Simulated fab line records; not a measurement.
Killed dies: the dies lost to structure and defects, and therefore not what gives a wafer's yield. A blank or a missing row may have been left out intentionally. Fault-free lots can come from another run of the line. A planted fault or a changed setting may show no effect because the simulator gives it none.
fab line records | flow nand_harc
record lots=14 | wafers=42 | last_day=33
route steps=1302 shown A_CONTACT@1088 A_BONDPAD@1221 END@1302
lots that met no fault: from a run of the same line without faults
start_h: the number of hours between the record's first day and the start of the first shown wafer of the lot | wait_h: time in hours since the lot's previous step | " as in the row above | L1.1+2: several wafers, shown together as one row | - no value present, or no start provided | * or withheld: withheld | < > ~ a bound
route shown NAME@n: a module of which the file shows steps, and the number in the route of the first | usual: average and standard deviation across the fault-free wafers | same: alike in all rows | chamber/n: place in a boat | sites: each site's reading | _std_site: the values' standard deviation | _edge_site: mean of outer sites minus mean of inner sites | radius_mm: how far each site lies from the wafer's centre | mask NAME#n: copy n | behind: the last tool/chamber to shape the wafer | hold: reason for holding the lot/hours on hold/outcome of the hold | device: transistor that didn't switch, given as n, p or np | end of line: the route-end tests of the same wafers | a step given without rows: its recipe and nothing more | killed: count of dies lost to structure and defects at first sort (not the wafer's yield) | map: the dies of a wafer, with x for killed, . for not killed, _ for no die there
set.NAME: the setting that was run; set.NAME@STEP: the one run at that earlier step | model.NAME: the simulator's own value behind a step, which no gauge read
the route's steps for a sample of lots (tables are steps, rows are wafers)
services: when a tool's chamber went out of use (start_h, in hours from the record's first day, below 0 if earlier), for how many hours, and the reason
## steps
# step NHARC_A_CONTACT_ETCH_136
# recipe source_w=withheld | pressure_mtorr=20 | bias_v=1200 | time_s=311 | target_depth_a=19120 | ar_flow_sccm=withheld | c4f8_flow_sccm=withheld | o2_flow_sccm=withheld | chemistry=C4F8/O2/Ar
lot.wafer | tool            | chamber | start_h | wait_h | rf_hours_counter_h
L765.1    | har_cap_etch-02 | 1       | 523.90  | 0.2    | 89
L765.3    | "               | 1       | "       | "      | -
L765.5    | "               | 1       | "       | "      | -
L768.2    | har_cap_etch-01 | 1       | 548.49  | 0.2    | 5
L768.1    | "               | 0       | "       | "      | 5
L768.3    | "               | 1       | "       | "      | -
L770.1    | har_cap_etch-02 | 1       | 568.19  | 0.2    | 96
L770.4    | "               | 1       | "       | "      | -
L770.6    | "               | 0       | "       | "      | -
L772.2    | har_cap_etch-02 | 1       | 586.22  | 0.2    | 99
L772.3    | "               | 1       | "       | "      | -
L772.5    | "               | 0       | "       | "      | -
L779.2    | har_cap_etch-01 | 1       | 644.35  | 0.2    | 24
L779.3    | "               | 1       | "       | "      | -
L779.5    | "               | 1       | "       | "      | -
L778.1    | har_cap_etch-02 | 1       | 645.99  | 0.2    | 112
L778.4    | "               | 0       | "       | "      | -
L778.5    | "               | 1       | "       | "      | -
L781.2    | har_cap_etch-03 | 0       | 659.82  | 0.2    | 73
L781.4    | "               | 0       | "       | "      | -
L781.5    | "               | 0       | "       | "      | -
L780.2    | har_cap_etch-01 | 0       | 660.69  | 0.2    | 27
L780.3    | "               | 1       | "       | "      | -
L780.6    | "               | 0       | "       | "      | -
L783.1    | har_cap_etch-01 | 0       | 695.34  | 0.2    | 31
L783.2    | "               | 1       | "       | "      | 31
L783.4    | "               | 0       | "       | "      | -
L782.2    | har_cap_etch-02 | 0       | 696.39  | 0.2    | 119
L782.6    | "               | 1       | "       | "      | -
L782.5    | "               | 0       | "       | "      | -
L785.2    | har_cap_etch-01 | 0       | 710.04  | 0.2    | 34
L785.3    | "               | 1       | "       | "      | -
L785.6    | "               | 1       | "       | "      | -
L784.2    | har_cap_etch-01 | 0       | 716.34  | 0.2    | 35
L784.4    | "               | 1       | "       | "      | -
L784.5    | "               | 1       | "       | "      | -
L786.2    | har_cap_etch-03 | 1       | 731.58  | 0.2    | 85
L786.3    | "               | 0       | "       | "      | -
L786.5    | "               | 0       | "       | "      | -
L787.3    | har_cap_etch-01 | 1       | 744.85  | 0.2    | -
L787.6    | "               | 1       | "       | "      | -
L787.5    | "               | 0       | "       | "      | -
# step NHARC_A_BONDPAD_CD_MEAS_13
# usual cd_nm=500.0/2.3
lot.wafer | tool      | chamber | start_h | wait_h | cd_nm
L765.1    | cd_sem-02 | -       | 541.81  | -      | 500.1
L765.3    | "         | -       | "       | "      | 502.6
L765.5    | "         | -       | "       | "      | 499.8
L768.1    | cd_sem-03 | -       | 567.58  | -      | 496.9
L768.2    | "         | -       | "       | "      | 495.8
L768.3    | "         | -       | "       | "      | 500.1
L770.1    | cd_sem-02 | -       | 586.14  | -      | 502.9
L770.4    | "         | -       | "       | "      | 500.1
L770.6    | "         | -       | "       | "      | 498.0
L772.2    | cd_sem-02 | -       | 606.35  | -      | 500.8
L772.3    | "         | -       | "       | "      | 500.1
L772.5    | "         | -       | "       | "      | 497.3
L779.2    | cd_sem-02 | -       | 661.82  | -      | 501.5
L779.3    | "         | -       | "       | "      | 500.4
L779.5    | "         | -       | "       | "      | 500.2
L778.1    | cd_sem-01 | -       | 663.85  | -      | 500.4
L778.4    | "         | -       | "       | "      | 505.0
L778.5    | "         | -       | "       | "      | 501.3
L781.2    | cd_sem-02 | -       | 677.76  | -      | 500.1
L781.4    | "         | -       | "       | "      | 501.3
L781.5    | "         | -       | "       | "      | 500.5
L780.2    | cd_sem-01 | -       | 679.07  | -      | 495.2
L780.3    | "         | -       | "       | "      | 496.6
L780.6    | "         | -       | "       | "      | 501.4
L783.1    | cd_sem-03 | -       | 713.33  | -      | 502.3
L783.2    | "         | -       | "       | "      | 502.9
L783.4    | "         | -       | "       | "      | 497.9
L782.2    | cd_sem-03 | -       | 717.08  | -      | 496.4
L782.5    | "         | -       | "       | "      | 501.4
L782.6    | "         | -       | "       | "      | 499.1
L785.2    | cd_sem-02 | -       | 728.02  | -      | 500.4
L785.3    | "         | -       | "       | "      | 499.9
L785.6    | "         | -       | "       | "      | 500.4
L784.2    | cd_sem-01 | -       | 734.59  | -      | 497.1
L784.4    | "         | -       | "       | "      | 496.5
L784.5    | "         | -       | "       | "      | 495.7
L786.2    | cd_sem-02 | -       | 749.15  | -      | 501.6
L786.3    | "         | -       | "       | "      | 497.4
L786.5    | "         | -       | "       | "      | 502.1
L787.3    | cd_sem-03 | -       | 762.96  | -      | 496.1
L787.5    | "         | -       | "       | "      | 498.2
L787.6    | "         | -       | "       | "      | 500.4
# step NHARC_A_BONDPAD_PRE_CLEAN_26
# recipe time_s=30 | temp_c=280 | gas=H2/He
# usual heater_power_w=393/30
lot.wafer | tool           | chamber | start_h | wait_h | heater_power_w
L765.3    | pvd_sputter-01 | -       | -       | -      | 390
L765.1    | "              | -       | "       | "      | 400
L765.5    | "              | -       | "       | "      | 396
L768.3    | pvd_sputter-03 | -       | -       | -      | 339
L768.1    | "              | -       | "       | "      | 430
L768.2    | "              | -       | "       | "      | 395
L770.4    | pvd_sputter-02 | -       | -       | -      | 354
L770.1    | "              | -       | "       | "      | 421
L770.6    | "              | -       | "       | "      | 441
L772.2    | pvd_sputter-02 | -       | -       | -      | 351
L772.3    | "              | -       | "       | "      | 455
L772.5    | "              | -       | "       | "      | 400
L779.3    | pvd_sputter-01 | -       | -       | -      | 385
L779.2    | "              | -       | "       | "      | 392
L779.5    | "              | -       | "       | "      | 375
L778.1    | pvd_sputter-02 | -       | -       | -      | 375
L778.4    | "              | -       | "       | "      | 407
L778.5    | "              | -       | "       | "      | 352
L781.4    | pvd_sputter-01 | -       | -       | -      | 411
L781.2    | "              | -       | "       | "      | 393
L781.5    | "              | -       | "       | "      | 391
L780.3    | pvd_sputter-02 | -       | -       | -      | 352
L780.2    | "              | -       | "       | "      | 460
L780.6    | "              | -       | "       | "      | 349
L783.1    | pvd_sputter-01 | -       | -       | -      | 412
L783.4    | "              | -       | "       | "      | 392
L783.2    | "              | -       | "       | "      | 384
L782.2    | pvd_sputter-03 | -       | -       | -      | 408
L782.6    | "              | -       | "       | "      | 344
L782.5    | "              | -       | "       | "      | 434
L785.2    | pvd_sputter-03 | -       | -       | -      | 395
L785.3    | "              | -       | "       | "      | 375
L785.6    | "              | -       | "       | "      | 418
L784.4    | pvd_sputter-02 | -       | -       | -      | 359
L784.2    | "              | -       | "       | "      | 454
L784.5    | "              | -       | "       | "      | 370
L786.3    | pvd_sputter-03 | -       | -       | -      | 418
L786.2    | "              | -       | "       | "      | 345
L786.5    | "              | -       | "       | "      | 424
L787.3    | pvd_sputter-03 | -       | -       | -      | 353
L787.5    | "              | -       | "       | "      | 408
L787.6    | "              | -       | "       | "      | 377
# step NHARC_A_BONDPAD_PVD_17
# recipe target_thk_a=50 | bias_v=168.6 | power_w=15000 | chamber_pressure_pa=0.12 | time_s=8.06 | substrate_temp_c=50 | material=TaN
# usual bias_v=168.7/1.6 | chamber_pressure_pa=0.12002/0.00024 | throttle_valve_pct=30.0/0.66
lot.wafer | tool           | chamber | start_h | wait_h | bias_v | chamber_pressure_pa | throttle_valve_pct
L765.1    | pvd_sputter-01 | -       | -       | -      | 169.5  | 0.12009             | 30.2
L765.3    | "              | -       | "       | "      | 168.1  | 0.11992             | 28.9
L765.5    | "              | -       | "       | "      | 170.1  | 0.12029             | 30.6
L768.3    | pvd_sputter-03 | -       | -       | -      | 168.7  | 0.12018             | 30.3
L768.2    | "              | -       | "       | "      | 166.7  | 0.12035             | 29.1
L768.1    | "              | -       | "       | "      | 166.7  | 0.11944             | 29.4
L770.1    | pvd_sputter-02 | -       | -       | -      | 169.3  | 0.12037             | 28.9
L770.4    | "              | -       | "       | "      | 169.4  | 0.12003             | 31.1
L770.6    | "              | -       | "       | "      | 169.4  | 0.11978             | 30.2
L772.2    | pvd_sputter-02 | -       | -       | -      | 167.1  | 0.11969             | 31.2
L772.3    | "              | -       | "       | "      | 169.1  | 0.11992             | 28.8
L772.5    | "              | -       | "       | "      | 167.3  | 0.12008             | 30.9
L779.3    | pvd_sputter-01 | -       | -       | -      | 169.9  | 0.11992             | 30.3
L779.2    | "              | -       | "       | "      | 168.6  | 0.11965             | 30.3
L779.5    | "              | -       | "       | "      | 169.5  | 0.11993             | 30.3
L778.4    | pvd_sputter-02 | -       | -       | -      | 169.8  | 0.11986             | 30.8
L778.1    | "              | -       | "       | "      | 168.9  | 0.12007             | 29.4
L778.5    | "              | -       | "       | "      | 168.2  | 0.11993             | 28.5
L781.2    | pvd_sputter-01 | -       | -       | -      | 168.2  | 0.12012             | 30.4
L781.4    | "              | -       | "       | "      | 167.7  | 0.11998             | 29.2
L781.5    | "              | -       | "       | "      | 171.6  | 0.12016             | 30.1
L780.2    | pvd_sputter-02 | -       | -       | -      | 169.3  | 0.12046             | 29.5
L780.3    | "              | -       | "       | "      | 170.0  | 0.12007             | 30.7
L780.6    | "              | -       | "       | "      | 166.6  | 0.12026             | 30.6
L783.1    | pvd_sputter-01 | -       | -       | -      | 169.6  | 0.11979             | 30.3
L783.2    | "              | -       | "       | "      | 170.2  | 0.12008             | 30.3
L783.4    | "              | -       | "       | "      | 169.1  | 0.12062             | 29.5
L782.2    | pvd_sputter-03 | -       | -       | -      | 166.1  | 0.12021             | 30.2
L782.6    | "              | -       | "       | "      | 167.8  | 0.12025             | 29.3
L782.5    | "              | -       | "       | "      | 169.5  | 0.11998             | 30.4
L785.2    | pvd_sputter-03 | -       | -       | -      | 171.4  | 0.11991             | 30.6
L785.3    | "              | -       | "       | "      | 166.9  | 0.11986             | 29.6
L785.6    | "              | -       | "       | "      | 168.2  | 0.1198              | 30.3
L784.2    | pvd_sputter-02 | -       | -       | -      | 169.9  | 0.11998             | 30.7
L784.4    | "              | -       | "       | "      | 167.4  | 0.11967             | 28.8
L784.5    | "              | -       | "       | "      | 171.3  | 0.1201              | 30.9
L786.3    | pvd_sputter-03 | -       | -       | -      | 166.3  | 0.12014             | 29.2
L786.2    | "              | -       | "       | "      | 168.1  | 0.11987             | 30.3
L786.5    | "              | -       | "       | "      | 171.8  | 0.1201              | 29.5
L787.3    | pvd_sputter-03 | -       | -       | -      | 168.3  | 0.12057             | 29.3
L787.5    | "              | -       | "       | "      | 166.7  | 0.11974             | 30.3
L787.6    | "              | -       | "       | "      | 168.5  | 0.12014             | 29.8
# step NHARC_END_SORT_01
# recipe temp_c=25
# usual killed_at_array=53/19 | killed_at_other=0.7/1.1 | killed_at_periphery=4.2/2.7 | killed_dies=58/18 | killed_open=3.1/1.9 | killed_short=2.5/1.6
# same gross_dies=677
lot.wafer | tool      | chamber | start_h | wait_h | killed_at_array | killed_at_other | killed_at_periphery | killed_dies | killed_open | killed_short
L770.1    | prober-01 | 0       | 616.15  | 2.5    | 115             | 0               | 8                   | 123         | 6           | 3
L770.4    | prober-01 | 0       | 618.55  | 3.4    | 99              | 0               | 2                   | 101         | 1           | 3
L770.6    | prober-01 | 0       | 620.16  | 4.0    | 104             | 1               | 1                   | 106         | 2           | 1
L772.2    | prober-02 | 0       | 637.17  | 2.8    | 113             | 1               | 8                   | 122         | 3           | 1
L772.3    | prober-02 | 0       | 637.97  | 3.1    | 87              | 2               | 8                   | 97          | 0           | 1
L772.5    | prober-02 | 0       | 639.56  | 3.7    | 112             | 4               | 7                   | 123         | 3           | 2
# killed by level:class
L770.1 A_CONTACT:unspecified=63 A_CHANNEL_HOLE_D2:chamber_film_flake=31 P_GATE:chamber_film_flake=5 A_CHANNEL_HOLE_D1:chamber_film_flake=4 A_STAIRCASE:chamber_film_flake=4 A_CHANNEL_FILL_D1:chamber_film_flake=3 A_ONON_D1:geometric_particle:open=2 A_ONON_D2:geometric_particle:short=2
L770.4 A_CONTACT:unspecified=60 A_CHANNEL_HOLE_D2:chamber_film_flake=26 A_CONTACT:chamber_film_flake=3 A_WL_FILL:chamber_film_flake=2 A_CHANNEL_FILL_D1:geometric_particle:open=1 A_CHANNEL_HOLE_D2:geometric_particle:short=1 A_SGD_CUT:geometric_particle:short=1 A_M0:geometric_particle:short=1
L770.6 A_CONTACT:unspecified=77 A_CHANNEL_HOLE_D2:chamber_film_flake=17 A_CHANNEL_HOLE_D1:chamber_film_flake=3 A_CONTACT:chamber_film_flake=2 A_ONON_D1:geometric_particle:short=1 A_CHANNEL_HOLE_D2:geometric_particle:open=1 A_WL_FILL:geometric_particle:open=1 P_GATE:chamber_film_flake=1
L772.2 A_CONTACT:unspecified=59 A_CHANNEL_HOLE_D1:chamber_film_flake=35 A_CHANNEL_HOLE_D2:chamber_film_flake=12 P_GATE:chamber_film_flake=3 A_CONTACT:chamber_film_flake=3 A_SLIT:chamber_film_flake=2 P_CONTACT:geometric_particle:open=1 P_M0:geometric_particle:short=1
L772.3 A_CONTACT:unspecified=56 A_CHANNEL_HOLE_D1:chamber_film_flake=21 P_GATE:chamber_film_flake=4 A_DECK1_JOINT:chamber_film_flake=3 P_ZERO_WELL:chamber_film_flake=2 A_CHANNEL_HOLE_D2:chamber_film_flake=2 A_SLIT:chamber_film_flake=2 THIN_TSV:chamber_film_flake=2
L772.5 A_CONTACT:unspecified=83 A_CHANNEL_HOLE_D1:chamber_film_flake=15 A_CHANNEL_HOLE_D2:chamber_film_flake=8 P_GATE:chamber_film_flake=5 THIN_TSV:chamber_film_flake=4 A_CONTACT:chamber_film_flake=3 P_GATE:geometric_particle:short=1 P_CONTACT:geometric_particle:open=1
## services
tool            | chamber | start_h | hours | kind
pvd_sputter-01  | -       | 508.81  | 5.3   | repair
har_cap_etch-01 | 0       | 515.16  | -     | clean
har_cap_etch-01 | 1       | 515.16  | -     | clean
pvd_sputter-03  | -       | 526.00  | 10.0  | pm
pvd_sputter-01  | -       | 549.71  | 0.5   | repair
pvd_sputter-01  | -       | 582.00  | 10.0  | pm
pvd_sputter-02  | -       | 638.06  | 10.0  | pm
pvd_sputter-03  | -       | 678.03  | 1.9   | repair
har_cap_etch-03 | -       | 687.65  | 0.8   | repair
pvd_sputter-03  | -       | 704.00  | 10.0  | pm
har_cap_etch-02 | -       | 714.99  | 1.2   | repair
har_cap_etch-02 | -       | 754.00  | 17.0  | pm
har_cap_etch-02 | 0       | 754.00  | 17.0  | vent_cycle
har_cap_etch-02 | 1       | 754.00  | 17.0  | vent_cycle
pvd_sputter-01  | -       | 760.00  | 10.0  | pm
## key
first_sign step=NHARC_END_SORT_01 | reading=killed_dies | direction=up | sigmas=3 | usual=58 | struck=112
effect step=NHARC_END_SORT_01 | reading=killed_at_array | direction=up | sigmas=2.8 | usual=53 | struck=105
more_kills_born_at NHARC_A_CONTACT_ETCH_136@har_cap_etch-02=392
met_at NHARC_A_CONTACT_ETCH_136
struck_lots L770,L772
tester_left_out L770,L772
not_acting_at NHARC_A_BONDPAD_CD_MEAS_13,NHARC_A_BONDPAD_PRE_CLEAN_26,NHARC_A_BONDPAD_PVD_17
onset_between 523.90 568.19
fault kind=chamber_particle_source | tool=har_cap_etch-02 | chamber=- | onset_h=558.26 | steps=NHARC_A_CONTACT_ETCH_136 | rate_per_visit_cm2=0.89796 | end_h=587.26
# tester_left_out: of these lots the tester's yield and bins aren't shown, on N5 and GAA mostly nor the transistor test; their killed dies are dies lost to structure and defects alone, not to doping, threshold or leakage, so they don't give the yield
